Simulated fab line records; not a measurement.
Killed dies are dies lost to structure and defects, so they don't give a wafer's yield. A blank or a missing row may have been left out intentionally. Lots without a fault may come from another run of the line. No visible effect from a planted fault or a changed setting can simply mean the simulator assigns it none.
Matching of chambers / flow n5Finfet / 3 sister chambers for N5_FIN_SAQP_PECVD_47 on pecvd-02
The step deposits a-Si from SiH4/He, target thk 45 nm, time 36.3 s. 20 wafers are shown with their chamber, then 10 later ones without.

WAFERS WITH THEIR CHAMBER
wafer=L075.1; chamber=1; throttleValvePct (%)=19.0; showerheadPlenumPTorr (Torr)=5.66; heaterPowerW (W)=783
wafer=L075.2; chamber=0; throttleValvePct (%)=19.6; showerheadPlenumPTorr (Torr)=5.73; heaterPowerW (W)=846
wafer=L075.3; chamber=1; throttleValvePct (%)=18.8; showerheadPlenumPTorr (Torr)=5.67; heaterPowerW (W)=766
wafer=L075.4; chamber=0; throttleValvePct (%)=19.5; showerheadPlenumPTorr (Torr)=5.74; heaterPowerW (W)=842
wafer=L075.5; chamber=0; throttleValvePct (%)=19.5; showerheadPlenumPTorr (Torr)=5.70; heaterPowerW (W)=705
wafer=L075.6; chamber=1; throttleValvePct (%)=18.8; showerheadPlenumPTorr (Torr)=5.67; heaterPowerW (W)=792
wafer=L076.2; chamber=0; throttleValvePct (%)=19.7; showerheadPlenumPTorr (Torr)=5.71; heaterPowerW (W)=720
wafer=L076.4; chamber=0; throttleValvePct (%)=19.4; showerheadPlenumPTorr (Torr)=5.72; heaterPowerW (W)=726
wafer=L076.6; chamber=0; throttleValvePct (%)=19.7; showerheadPlenumPTorr (Torr)=5.71; heaterPowerW (W)=746
wafer=L077.2; chamber=0; throttleValvePct (%)=19.6; showerheadPlenumPTorr (Torr)=5.72; heaterPowerW (W)=766
wafer=L077.4; chamber=0; throttleValvePct (%)=19.7; showerheadPlenumPTorr (Torr)=5.73; heaterPowerW (W)=780
wafer=L077.5; chamber=1; throttleValvePct (%)=18.7; showerheadPlenumPTorr (Torr)=5.66; heaterPowerW (W)=717
wafer=L081.2; chamber=1; throttleValvePct (%)=18.7; showerheadPlenumPTorr (Torr)=5.67; heaterPowerW (W)=790
wafer=L081.3; chamber=2; throttleValvePct (%)=17.0; showerheadPlenumPTorr (Torr)=5.69; heaterPowerW (W)=923
wafer=L081.4; chamber=0; throttleValvePct (%)=19.8; showerheadPlenumPTorr (Torr)=5.72; heaterPowerW (W)=830
wafer=L084.2; chamber=0; throttleValvePct (%)=19.7; showerheadPlenumPTorr (Torr)=5.71; heaterPowerW (W)=779
wafer=L084.3; chamber=2; throttleValvePct (%)=17.0; showerheadPlenumPTorr (Torr)=5.68; heaterPowerW (W)=916
wafer=L084.6; chamber=2; throttleValvePct (%)=17.0; showerheadPlenumPTorr (Torr)=5.69; heaterPowerW (W)=912
wafer=L085.1; chamber=1; throttleValvePct (%)=18.9; showerheadPlenumPTorr (Torr)=5.67; heaterPowerW (W)=830
wafer=L085.4; chamber=0; throttleValvePct (%)=19.7; showerheadPlenumPTorr (Torr)=5.73; heaterPowerW (W)=816

SIGNATURES, as means of the wafers listed above
reading=throttleValvePct; chamber 0=19.627; chamber 1=18.817; chamber 2=17.000; scatter within a chamber=0.111
reading=showerheadPlenumPTorr; chamber 0=5.7200; chamber 1=5.6667; chamber 2=5.6867; scatter within a chamber=0.0097
reading=heaterPowerW; chamber 0=777.82; chamber 1=779.67; chamber 2=917.00; scatter within a chamber=43.7
Rule: a wafer's distance from a chamber is the root of the sum, over the readings, of the square of ((its reading less the chamber's mean) divided by the reading's scatter). The wafer belongs to the nearest chamber; if the next one is less than 2 further off, it can't be placed. The scatter is the square root of a quotient: the sum, over the shown wafers, of each reading's squared deviation from its chamber's mean, divided by wafers minus chambers.

WAFERS WHOSE CHAMBER IS MISSING
wafer=L085.5; throttleValvePct (%)=17.1; showerheadPlenumPTorr (Torr)=5.68; heaterPowerW (W)=837
wafer=L086.4; throttleValvePct (%)=19.0; showerheadPlenumPTorr (Torr)=5.68; heaterPowerW (W)=769
wafer=L086.5; throttleValvePct (%)=17.2; showerheadPlenumPTorr (Torr)=5.68; heaterPowerW (W)=844
wafer=L086.6; throttleValvePct (%)=20.0; showerheadPlenumPTorr (Torr)=5.72; heaterPowerW (W)=824
wafer=L092.3; throttleValvePct (%)=17.2; showerheadPlenumPTorr (Torr)=5.69; heaterPowerW (W)=899
wafer=L092.5; throttleValvePct (%)=18.5; showerheadPlenumPTorr (Torr)=5.65; heaterPowerW (W)=824
wafer=L092.6; throttleValvePct (%)=19.8; showerheadPlenumPTorr (Torr)=5.72; heaterPowerW (W)=714
wafer=L095.2; throttleValvePct (%)=20.2; showerheadPlenumPTorr (Torr)=5.72; heaterPowerW (W)=845
wafer=L095.4; throttleValvePct (%)=17.0; showerheadPlenumPTorr (Torr)=5.69; heaterPowerW (W)=901
wafer=L095.6; throttleValvePct (%)=18.9; showerheadPlenumPTorr (Torr)=5.66; heaterPowerW (W)=839

THE CHAMBER EACH PASSED THROUGH
wafer=L085.5; from the rows above=2; in truth=2
wafer=L086.4; from the rows above=1; in truth=1
wafer=L086.5; from the rows above=2; in truth=2
wafer=L086.6; from the rows above=0; in truth=0
wafer=L092.3; from the rows above=2; in truth=2
wafer=L092.5; from the rows above=1; in truth=1
wafer=L092.6; from the rows above=0; in truth=0
wafer=L095.2; from the rows above=0; in truth=0
wafer=L095.4; from the rows above=2; in truth=2
wafer=L095.6; from the rows above=1; in truth=1
Correct placement for 10 of the 10. Not placeable from these rows: 0. Wrongly placed: 0.
